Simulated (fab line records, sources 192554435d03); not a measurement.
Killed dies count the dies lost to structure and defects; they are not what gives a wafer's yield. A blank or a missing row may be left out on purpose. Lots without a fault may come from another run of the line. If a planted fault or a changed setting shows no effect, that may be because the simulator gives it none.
Chamber matching || flow n5Finfet || N5_BEOL_M5_ETCH_72 on rieDiel-06: 3 sister chambers
The step etches underlayer in N2/H2, target depth 6.5 nm, time 5.2 s. 6 wafers are shown with their chamber, then 5 later ones without.

== WAFERS PAIRED WITH THEIR CHAMBERS ==
{"wafer": "L084.4", "chamber": 1, "showerheadPlenumPTorr (Torr)": 2.47, "throttleValvePct (%)": 17.52}
{"wafer": "L086.2", "chamber": 2, "showerheadPlenumPTorr (Torr)": 2.71, "throttleValvePct (%)": 17.88}
{"wafer": "L086.6", "chamber": 1, "showerheadPlenumPTorr (Torr)": 2.46, "throttleValvePct (%)": 17.52}
{"wafer": "L090.3", "chamber": 2, "showerheadPlenumPTorr (Torr)": 2.71, "throttleValvePct (%)": 17.90}
{"wafer": "L090.6", "chamber": 0, "showerheadPlenumPTorr (Torr)": 2.41, "throttleValvePct (%)": 18.06}
{"wafer": "L092.2", "chamber": 0, "showerheadPlenumPTorr (Torr)": 2.41, "throttleValvePct (%)": 18.06}

== WAFERS WITHOUT THEIR CHAMBER ==
{"wafer": "L092.3", "showerheadPlenumPTorr (Torr)": 2.71, "throttleValvePct (%)": 17.92}
{"wafer": "L093.1", "showerheadPlenumPTorr (Torr)": 2.46, "throttleValvePct (%)": 17.53}
{"wafer": "L093.5", "showerheadPlenumPTorr (Torr)": 2.71, "throttleValvePct (%)": 17.93}
{"wafer": "L097.2", "showerheadPlenumPTorr (Torr)": 2.40, "throttleValvePct (%)": 18.10}
{"wafer": "L097.5", "showerheadPlenumPTorr (Torr)": 2.40, "throttleValvePct (%)": 18.10}

== WHICH CHAMBER EACH WENT THROUGH ==
{"wafer": "L092.3", "from the rows above": 2, "in truth": 2}
{"wafer": "L093.1", "from the rows above": 1, "in truth": 1}
{"wafer": "L093.5", "from the rows above": 2, "in truth": 2}
{"wafer": "L097.2", "from the rows above": 0, "in truth": 0}
{"wafer": "L097.5", "from the rows above": 0, "in truth": 0}
Placed correctly: 5 of 5. From these rows, 0 cannot be placed. Number placed wrongly: 0.
How it was worked out, from the rows above alone: a wafer's distance from a chamber is the root of the sum, over the readings, of the square of ((its reading less the chamber's mean) divided by the reading's scatter). The wafer belongs to the nearest chamber; if the next one is less than 2 further off, it can't be placed. A chamber's mean is the mean of its shown wafers. How the scatter is found: for the shown wafers, subtract from each reading the mean of its chamber, square and add these, divide the total by (wafers less chambers), then take the root.
